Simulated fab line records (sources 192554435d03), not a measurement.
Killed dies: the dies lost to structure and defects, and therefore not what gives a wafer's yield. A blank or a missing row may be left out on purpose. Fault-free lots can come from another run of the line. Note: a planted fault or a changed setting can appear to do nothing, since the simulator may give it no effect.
fab line records + flow n5_finfet
[record]
- lots = 10
- wafers = 30
- last_day = 18
route steps=1938 shown BEOL_M1@824 BEOL_M2@859 BEOL_M4@1111
lots untouched by any fault: they come from a run of this same line in which no faults occurred
start_h: hours from the record's opening day to when the first of the lot's shown wafers began + wait_h: hours from the lot's prior step to this one + " unchanged from the row above + L1.1+2: several wafers, shown together as one row + - no value, or no start was given + * or withheld: withheld + < > ~ a bound
route shown NAME@n: names a module that has steps shown in the file, with the first one's number in the route + usual: mean and standard deviation over wafers with no fault + same: alike in all rows + chamber/n: place in a boat + sites: the reading at each site + _std_site: how widely they spread, as a standard deviation + _edge_site: inner sites' mean taken away from outer sites' mean + radius_mm: for every site, how far away it sits from the centre of the wafer + mask NAME#n: copy n + behind: tool/chamber where the wafer was last shaped + hold: why the lot was held/for how many hours/how that ended + device: which transistor (n, p or np) failed to switch + end of line: at the end of the route, the tests of the same wafers + step lacking rows: just its recipe + killed: the dies lost at the first sort to structure and to defects; this is not the yield of the wafer + map: a wafer's dies, x killed, . not, _ none there
set.NAME: setting as actually run; set.NAME@STEP: the setting as run at that earlier step + model.NAME: the simulator's own value behind a step, which no gauge read
route steps across a sampled set of lots; one table per step, one row per wafer
services: from which hour (start_h, from the record's first day; less than 0 if before it) a tool's chamber was out of use, for how many hours, and why
[[steps]]
[step N5_BEOL_M1_SPUTTER_90]
[recipe]
- material = Cu
- target_thk_a = 45
- temp_c = -20
- chamber_pressure_pa = 0.07
- power_w = withheld
- time_s = 8.29
[usual]
- throttle_valve_pct = 30.5/0.88
| lot.wafer | tool           | chamber | start_h | wait_h | throttle_valve_pct |
|-----------|----------------|---------|---------|--------|--------------------|
| L956.1    | pvd_sputter-02 | -       | 136.18  | 0.1    | 29.9               |
| L956.3    | "              | -       | "       | "      | 30.6               |
| L956.5    | "              | -       | "       | "      | 29.8               |
| L958.1    | pvd_sputter-03 | -       | 141.91  | 0.1    | 32.0               |
| L958.3    | "              | -       | "       | "      | 31.0               |
| L958.6    | "              | -       | "       | "      | 32.0               |
| L961.3    | pvd_sputter-02 | -       | 158.11  | 0.1    | 30.7               |
| L961.4    | "              | -       | "       | "      | 30.4               |
| L961.6    | "              | -       | "       | "      | 30.3               |
| L967.3    | pvd_sputter-02 | -       | 207.37  | 0.1    | 30.4               |
| L967.5    | "              | -       | "       | "      | 30.9               |
| L967.6    | "              | -       | "       | "      | 30.3               |
| L968.1    | pvd_sputter-02 | -       | 216.14  | 0.1    | 30.8               |
| L968.2    | "              | -       | "       | "      | 30.5               |
| L968.5    | "              | -       | "       | "      | 30.7               |
| L971.2    | pvd_sputter-02 | -       | 226.81  | 0.1    | 30.6               |
| L971.4    | "              | -       | "       | "      | 30.5               |
| L971.6    | "              | -       | "       | "      | 30.8               |
| L973.2    | pvd_sputter-01 | -       | 231.97  | 0.1    | 31.2               |
| L973.4    | "              | -       | "       | "      | 30.5               |
| L973.6    | "              | -       | "       | "      | 31.3               |
| L972.1    | pvd_sputter-03 | -       | 232.27  | 0.1    | 29.1               |
| L972.5    | "              | -       | "       | "      | 29.0               |
| L972.6    | "              | -       | "       | "      | 29.6               |
| L976.4    | pvd_sputter-01 | -       | 253.62  | 0.1    | 31.4               |
| L976.5    | "              | -       | "       | "      | 31.0               |
| L976.6    | "              | -       | "       | "      | 30.4               |
| L979.1    | pvd_sputter-02 | -       | 271.47  | 0.1    | 30.4               |
| L979.4    | "              | -       | "       | "      | 30.4               |
| L979.5    | "              | -       | "       | "      | 30.2               |
[step N5_BEOL_M1_PRE_CLEAN_60]
[recipe]
- gas = NH3/H2
- time_s = 15
- temp_c = *
- rf_power_w = 300
[usual]
- heater_power_w = 93/27
| lot.wafer | tool      | chamber | start_h | wait_h | heater_power_w |
|-----------|-----------|---------|---------|--------|----------------|
| L956.1    | cvd_co-01 | 1       | 137.67  | 0.0    | 69             |
| L956.3    | "         | 2       | "       | "      | 82             |
| L956.5    | "         | 0       | "       | "      | 121            |
| L958.1    | cvd_co-02 | 0       | 143.62  | 0.1    | 60             |
| L958.3    | "         | 1       | "       | "      | 130            |
| L958.6    | "         | 1       | "       | "      | 129            |
| L961.3    | cvd_co-02 | 1       | 159.70  | 0.0    | 132            |
| L961.4    | "         | 0       | "       | "      | 59             |
| L961.6    | "         | 1       | "       | "      | 130            |
| L967.3    | cvd_co-02 | 2       | 208.86  | 0.0    | 91             |
| L967.5    | "         | 0       | "       | "      | 60             |
| L967.6    | "         | 1       | "       | "      | 130            |
| L968.1    | cvd_co-01 | 2       | 217.62  | 0.0    | 84             |
| L968.2    | "         | 1       | "       | "      | 72             |
| L968.5    | "         | 1       | "       | "      | 69             |
| L971.2    | cvd_co-02 | 2       | 228.29  | 0.0    | 93             |
| L971.4    | "         | 1       | "       | "      | 126            |
| L971.6    | "         | 0       | "       | "      | 59             |
| L973.2    | cvd_co-02 | 1       | 233.46  | 0.0    | 132            |
| L973.4    | "         | 2       | "       | "      | 90             |
| L973.6    | "         | 1       | "       | "      | 133            |
| L972.1    | cvd_co-01 | 1       | 234.37  | 0.0    | 68             |
| L972.5    | "         | 0       | "       | "      | 125            |
| L972.6    | "         | 1       | "       | "      | 70             |
| L976.4    | cvd_co-01 | 1       | 255.68  | 0.4    | 68             |
| L976.5    | "         | 0       | "       | "      | 125            |
| L976.6    | "         | 2       | "       | "      | 85             |
| L979.1    | cvd_co-01 | 2       | 272.97  | 0.1    | 82             |
| L979.4    | "         | 2       | "       | "      | 83             |
| L979.5    | "         | 0       | "       | "      | 126            |
[step N5_BEOL_M1_DEP_57]
[recipe]
- material = SiCN
- target_thk_a = 80
- temp_c = withheld
- precursor = 3MS/NH3
- pressure_torr = 3
- rf_w = 202
- time_s = 14
[usual]
- showerhead_plenum_p_Torr = 3.660/0.013
- throttle_valve_pct = 8.8/0.5
| lot.wafer | tool     | chamber | start_h | wait_h | showerhead_plenum_p_Torr | throttle_valve_pct |
|-----------|----------|---------|---------|--------|--------------------------|--------------------|
| L956.1    | pecvd-03 | 0       | 137.82  | 0.0    | 3.650                    | 9.0                |
| L956.3    | "        | 2       | "       | "      | 3.680                    | 8.4                |
| L956.5    | "        | 0       | "       | "      | 3.652                    | 9.2                |
| L958.1    | pecvd-01 | 1       | 143.78  | 0.0    | 3.659                    | 9.7                |
| L958.3    | "        | 0       | "       | "      | 3.662                    | 8.3                |
| L958.6    | "        | 0       | "       | "      | 3.658                    | 8.5                |
| L961.3    | pecvd-03 | 1       | 159.86  | 0.0    | 3.633                    | 9.1                |
| L961.4    | "        | 2       | "       | "      | 3.686                    | 8.3                |
| L961.6    | "        | 0       | "       | "      | 3.654                    | 9.4                |
| L967.3    | pecvd-01 | 0       | 209.04  | 0.0    | 3.663                    | 8.5                |
| L967.5    | "        | 0       | "       | "      | 3.665                    | 8.4                |
| L967.6    | "        | 1       | "       | "      | 3.656                    | 9.4                |
| L968.1    | pecvd-01 | 0       | 217.79  | 0.0    | 3.662                    | 8.3                |
| L968.2    | "        | 1       | "       | "      | 3.644                    | 9.3                |
| L968.5    | "        | 0       | "       | "      | 3.669                    | 8.5                |
| L971.2    | pecvd-01 | 0       | 228.46  | 0.0    | 3.657                    | 8.6                |
| L971.4    | "        | 1       | "       | "      | 3.655                    | 9.8                |
| L971.6    | "        | 1       | "       | "      | 3.649                    | 9.9                |
| L973.2    | pecvd-04 | 2       | 233.61  | 0.0    | 3.667                    | 8.5                |
| L973.4    | "        | 0       | "       | "      | 3.648                    | 8.6                |
| L973.6    | "        | 2       | "       | "      | 3.658                    | 8.6                |
| L972.1    | pecvd-04 | 0       | 234.53  | 0.0    | 3.641                    | 8.7                |
| L972.5    | "        | 2       | "       | "      | 3.677                    | 8.7                |
| L972.6    | "        | 1       | "       | "      | 3.680                    | 8.5                |
| L976.4    | pecvd-01 | 2       | 255.86  | 0.0    | 3.658                    | 8.1                |
| L976.5    | "        | 1       | "       | "      | 3.648                    | 9.7                |
| L976.6    | "        | 0       | "       | "      | 3.655                    | 8.7                |
| L979.1    | pecvd-01 | 1       | 273.13  | 0.0    | 3.650                    | 9.7                |
| L979.4    | "        | 1       | "       | "      | 3.645                    | 9.6                |
| L979.5    | "        | 0       | "       | "      | 3.657                    | 8.2                |
[step N5_BEOL_M2_ETCH_63]
[recipe]
- chemistry = CF4
- target = SiARC
- target_depth_a = 156
- mask_material = CAR-EUV
- time_s = 26
- ion_energy_ev = 80
- pressure_mtorr = 40
- source_w = 545
- bias_w = 36
- Ar_flow_sccm = 100
- cf4_flow_sccm = 100
- ends = cleared
[usual]
- drypump_motor_current_A = 5.7/0.31
- etch_rf_on_time_s = 25.1/0.72
- oes_product_au = 0.71/0.079
- rf_vpp_V = 184.1/1.1
- showerhead_plenum_p_Torr = 2.14/0.065
- throttle_valve_pct = 15.67/0.21
| lot.wafer | tool        | chamber | start_h | wait_h | drypump_motor_current_A | etch_rf_on_time_s | oes_product_au | rf_hours_counter_h | rf_vpp_V | showerhead_plenum_p_Torr | throttle_valve_pct |
|-----------|-------------|---------|---------|--------|-------------------------|-------------------|----------------|--------------------|----------|--------------------------|--------------------|
| L956.1    | rie_diel-03 | 3       | 140.14  | 0.0    | 5.6                     | 24.1              | 0.76           | 47                 | 183.9    | 2.18                     | 15.43              |
| L956.3    | "           | 2       | "       | "      | 5.8                     | 25.4              | 0.65           | 158                | 182.4    | 2.07                     | 15.64              |
| L956.5    | "           | 3       | "       | "      | 5.6                     | 24.2              | 0.77           | -                  | 185.7    | 2.18                     | 15.42              |
| L958.1    | rie_diel-01 | 0       | 146.63  | 0.0    | 6.2                     | 24.8              | 0.71           | 106                | 184.3    | 2.17                     | 15.78              |
| L958.3    | "           | 1       | "       | "      | 5.9                     | 26.6              | 0.69           | 91                 | 185.4    | 2.23                     | 15.36              |
| L958.6    | "           | 3       | "       | "      | 5.1                     | 26.0              | 0.57           | -                  | 184.0    | 2.02                     | 15.80              |
| L961.3    | rie_diel-05 | 1       | 162.89  | 0.0    | 5.8                     | 25.9              | 0.76           | 43                 | 182.7    | 2.21                     | 15.41              |
| L961.4    | "           | 0       | "       | "      | 5.8                     | 25.7              | 0.64           | 180                | 185.8    | 2.11                     | 15.55              |
| L961.6    | "           | 1       | "       | "      | 5.8                     | 25.7              | 0.75           | -                  | 185.3    | 2.21                     | 15.40              |
| L967.3    | rie_diel-05 | 0       | 210.05  | 0.0    | 5.8                     | 25.7              | 0.64           | 191                | 183.7    | 2.10                     | 15.56              |
| L967.5    | "           | 2       | "       | "      | 5.8                     | 24.2              | 0.80           | -                  | 183.6    | 2.11                     | 15.85              |
| L967.6    | "           | 1       | "       | "      | 5.8                     | 25.7              | 0.74           | -                  | 184.6    | 2.20                     | 15.41              |
| L968.1    | rie_diel-03 | 0       | 218.95  | 0.0    | 5.5                     | 25.3              | 0.59           | 210                | 184.9    | 2.20                     | 16.04              |
| L968.2    | "           | 1       | "       | "      | 5.4                     | 25.2              | 0.60           | 230                | 184.4    | 2.04                     | 15.94              |
| L968.5    | "           | 3       | "       | "      | 5.6                     | 24.4              | 0.73           | -                  | 183.8    | 2.17                     | 15.50              |
| L971.2    | rie_diel-05 | 0       | 230.13  | 0.0    | 5.8                     | 18.8              | 0.76           | 198                | 184.2    | 2.10                     | 15.58              |
| L971.4    | "           | 3       | "       | "      | 5.3                     | 24.1              | 0.80           | 23                 | 182.9    | 2.09                     | 15.78              |
| L971.6    | "           | 3       | "       | "      | 5.3                     | 24.4              | 0.79           | -                  | 182.9    | 2.09                     | 15.78              |
| L973.2    | rie_diel-03 | 3       | 234.69  | 0.0    | 5.7                     | 24.3              | 0.71           | 84                 | 184.7    | 2.17                     | 15.51              |
| L973.4    | "           | 1       | "       | "      | 5.4                     | 25.1              | 0.61           | 234                | 183.2    | 2.04                     | 15.95              |
| L973.6    | "           | 2       | "       | "      | 5.7                     | 25.4              | 0.64           | -                  | 183.5    | 2.06                     | 15.68              |
| L972.1    | rie_diel-05 | 1       | 238.87  | 0.0    | 5.8                     | 25.7              | 0.72           | 63                 | 184.6    | 2.20                     | 15.44              |
| L972.5    | "           | 0       | "       | "      | 5.8                     | 18.8              | 0.75           | -                  | 184.3    | 2.10                     | 15.57              |
| L972.6    | "           | 3       | "       | "      | 5.3                     | 24.0              | 0.78           | -                  | 184.7    | 2.09                     | 15.78              |
| L976.4    | rie_diel-01 | 2       | 258.23  | 0.0    | 6.2                     | 24.9              | 0.78           | 45                 | 184.0    | 2.19                     | 15.61              |
| L976.5    | "           | 3       | "       | "      | 5.1                     | 25.7              | 0.77           | -                  | 186.0    | 2.26                     | 15.32              |
| L976.6    | "           | 2       | "       | "      | 6.2                     | 24.8              | 0.78           | -                  | 184.4    | 2.19                     | 15.62              |
| L979.1    | rie_diel-01 | 1       | 274.61  | 0.0    | 5.9                     | 26.7              | 0.64           | 142                | 183.9    | 2.21                     | 15.46              |
| L979.4    | "           | 0       | "       | "      | 6.2                     | 25.0              | 0.66           | 159                | 184.1    | 2.16                     | 15.88              |
| L979.5    | "           | 3       | "       | "      | 5.1                     | 25.5              | 0.76           | -                  | 186.1    | 2.26                     | 15.33              |
[step N5_BEOL_M4_RC_MEAS_101]
[usual]
- DIBL_N = 35.4/2.1
- DIBL_P = 34.8/2.6
- IOFF_N = 0.15/0.037
- IOFF_P = 0.19/0.037
- ION_N = 677/16
- ION_P = 462/9.3
- SS_N = 71.4/0.75
- SS_P = 72.9/0.77
- VT_N = 250/3.7
- VT_P = -251/3.5
| lot.wafer | tool      | chamber | start_h | wait_h | DIBL_N[mV/V] | DIBL_P[mV/V] | IOFF_N[nA/um] | IOFF_P[nA/um] | ION_N[uA/um] | ION_P[uA/um] | SS_N[mV/dec] | SS_P[mV/dec] | VT_N[mV] | VT_P[mV] |
|-----------|-----------|---------|---------|--------|--------------|--------------|---------------|---------------|--------------|--------------|--------------|--------------|----------|----------|
| L956.1    | prober-01 | 0       | 183.49  | 0.0    | 35.6         | 34.3         | 0.13          | 0.14          | 654          | 441          | 71.5         | 72.4         | 255      | -257     |
| L956.3    | "         | 0       | "       | "      | 39.3         | 38.9         | 0.22          | 0.20          | 684          | 455          | 73.0         | 73.8         | 247      | -256     |
| L956.5    | "         | 0       | "       | "      | 37.9         | 37.1         | 0.19          | 0.18          | 686          | 455          | 72.5         | 73.3         | 249      | -254     |
| L958.1    | prober-01 | 0       | 197.97  | 0.0    | 35.3         | 35.4         | 0.15          | 0.19          | 690          | 464          | 71.8         | 73.3         | 245      | -253     |
| L958.3    | "         | 0       | "       | "      | 36.9         | 36.0         | 0.16          | 0.18          | 677          | 453          | 71.4         | 72.7         | 250      | -255     |
| L958.6    | "         | 0       | "       | "      | 31.4         | 29.3         | 0.09          | 0.12          | 657          | 449          | 70.0         | 71.3         | 256      | -259     |
| L961.3    | prober-02 | 0       | 204.45  | 0.3    | 35.6         | 35.9         | 0.15          | 0.20          | 677          | 461          | 71.1         | 73.5         | 253      | -249     |
| L961.4    | "         | 0       | "       | "      | 33.2         | 32.4         | 0.11          | 0.14          | 669          | 459          | 70.3         | 71.7         | 255      | -254     |
| L961.6    | "         | 0       | "       | "      | 32.8         | 32.0         | 0.11          | 0.15          | 647          | 454          | 71.4         | 72.9         | 253      | -253     |
| L967.3    | prober-02 | 0       | 251.52  | 0.3    | 34.3         | 34.2         | 0.13          | 0.17          | 660          | 454          | 71.3         | 71.9         | 251      | -253     |
| L967.5    | "         | 0       | "       | "      | 39.5         | 41.3         | 0.25          | 0.31          | 712          | 480          | 72.6         | 74.3         | 242      | -243     |
| L967.6    | "         | 0       | "       | "      | 32.7         | 31.6         | 0.11          | 0.14          | 669          | 457          | 70.9         | 72.1         | 253      | -254     |
| L968.1    | prober-02 | 0       | 258.33  | 0.0    | 33.6         | 33.6         | 0.15          | 0.20          | 688          | 480          | 70.6         | 72.4         | 246      | -248     |
| L968.2    | "         | 0       | "       | "      | 35.7         | 36.7         | 0.18          | 0.24          | 682          | 469          | 71.7         | 72.5         | 248      | -248     |
| L968.5    | "         | 0       | "       | "      | 34.1         | 34.6         | 0.16          | 0.22          | 700          | 479          | 71.4         | 72.1         | 246      | -250     |
| L971.2    | prober-02 | 0       | 260.80  | 0.2    | 38.6         | 39.2         | 0.20          | 0.24          | 681          | 474          | 72.1         | 73.5         | 248      | -249     |
| L971.4    | "         | 0       | "       | "      | 33.9         | 33.0         | 0.12          | 0.15          | 668          | 460          | 71.0         | 72.4         | 252      | -255     |
| L971.6    | "         | 0       | "       | "      | 39.1         | 38.8         | 0.18          | 0.23          | 672          | 464          | 71.7         | 73.8         | 251      | -251     |
| L973.2    | prober-01 | 0       | 269.96  | 0.2    | 33.1         | 32.2         | 0.11          | 0.15          | 662          | 448          | 69.8         | 71.9         | 252      | -255     |
| L973.4    | "         | 0       | "       | "      | 32.3         | 31.9         | 0.11          | 0.15          | 682          | 472          | 70.4         | 73.0         | 253      | -253     |
| L973.6    | "         | 0       | "       | "      | 33.5         | 33.4         | 0.13          | 0.16          | 668          | 456          | 71.0         | 72.7         | 251      | -251     |
| L972.1    | prober-01 | 0       | 278.83  | 0.0    | 37.6         | 37.1         | 0.17          | 0.22          | 678          | 467          | 71.9         | 73.8         | 248      | -246     |
| L972.5    | "         | 0       | "       | "      | 35.6         | 36.4         | 0.13          | 0.20          | 662          | 464          | 71.2         | 72.4         | 254      | -250     |
| L972.6    | "         | 0       | "       | "      | 38.4         | 37.6         | 0.22          | 0.24          | 669          | 460          | 72.4         | 73.7         | 249      | -248     |
| L976.4    | prober-01 | 0       | 303.34  | 0.5    | 35.9         | 34.1         | 0.13          | 0.15          | 656          | 449          | 71.6         | 72.8         | 255      | -254     |
| L976.5    | "         | 0       | "       | "      | 39.2         | 39.1         | 0.20          | 0.22          | 709          | 469          | 72.2         | 74.6         | 245      | -253     |
| L976.6    | "         | 0       | "       | "      | 35.8         | 33.8         | 0.13          | 0.14          | 668          | 445          | 71.5         | 73.2         | 254      | -261     |
| L979.1    | prober-02 | 0       | 326.03  | 0.0    | 38.0         | 40.0         | 0.22          | 0.26          | 710          | 477          | 72.6         | 73.7         | 242      | -247     |
| L979.4    | "         | 0       | "       | "      | 36.1         | 37.1         | 0.18          | 0.23          | 701          | 476          | 71.7         | 73.3         | 247      | -250     |
| L979.5    | "         | 0       | "       | "      | 36.0         | 36.9         | 0.17          | 0.21          | 689          | 467          | 71.4         | 73.6         | 246      | -250     |
[[services]]
| tool           | chamber | start_h | hours | kind                          |
|----------------|---------|---------|-------|-------------------------------|
| cvd_co-02      | 1       | 114.67  | -     | clean                         |
| cvd_co-02      | 1       | 114.67  | 22.0  | scheduled_down                |
| cvd_co-02      | 1       | 114.67  | 22.0  | vent_cycle                    |
| pvd_sputter-02 | -       | 116.54  | 1.6   | repair                        |
| rie_diel-01    | 2       | 134.57  | -     | clean                         |
| rie_diel-01    | 2       | 134.57  | -     | consumable_replace:esc        |
| pecvd-04       | 0       | 136.78  | 13.9  | repair                        |
| pvd_sputter-01 | -       | 137.28  | 15.4  | repair                        |
| rie_diel-01    | -       | 141.22  | 1.0   | repair                        |
| rie_diel-05    | -       | 143.37  | 14.6  | pm                            |
| rie_diel-03    | 3       | 149.91  | 2.5   | repair                        |
| pecvd-03       | -       | 161.43  | 0.3   | repair                        |
| pecvd-04       | 1       | 170.87  | 13.4  | repair                        |
| rie_diel-05    | -       | 180.40  | 15.6  | pm                            |
| pecvd-01       | 2       | 202.38  | -     | clean                         |
| pecvd-01       | 2       | 202.38  | -     | consumable_replace:showerhead |
| pecvd-01       | 2       | 202.38  | 29.0  | scheduled_down                |
| pecvd-01       | 2       | 202.38  | 29.0  | vent_cycle                    |
| pecvd-03       | -       | 217.15  | 98.4  | repair                        |
| pecvd-01       | 1       | 234.87  | 10.4  | repair                        |
| rie_diel-03    | -       | 253.52  | 0.4   | repair                        |
| pecvd-04       | -       | 255.35  | 2.8   | pm                            |
| pecvd-01       | 1       | 262.38  | 5.5   | scheduled_down                |
| rie_diel-05    | 0       | 265.47  | 8.7   | repair                        |
[[key]]
[first_sign]
- step = N5_BEOL_M2_ETCH_63
- reading = etch_rf_on_time_s
- direction = down
- sigmas = 8.9
- usual = *
- struck = *
effect none on later readings
met_at N5_BEOL_M2_ETCH_63
struck_lots L971,L972
struck_wafers L971.2,L972.5
not_acting_at N5_BEOL_M1_SPUTTER_90,N5_BEOL_M1_PRE_CLEAN_60,N5_BEOL_M1_DEP_57
onset_between 210.05 230.13
[fault]
- kind = process_parameter_drift
- tool = rie_diel-05
- chamber = 0
- onset_h = 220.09
- steps = N5_BEOL_M2_ETCH_63
- channel = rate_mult
- offset = 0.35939
- shape = step
- end_h = 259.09
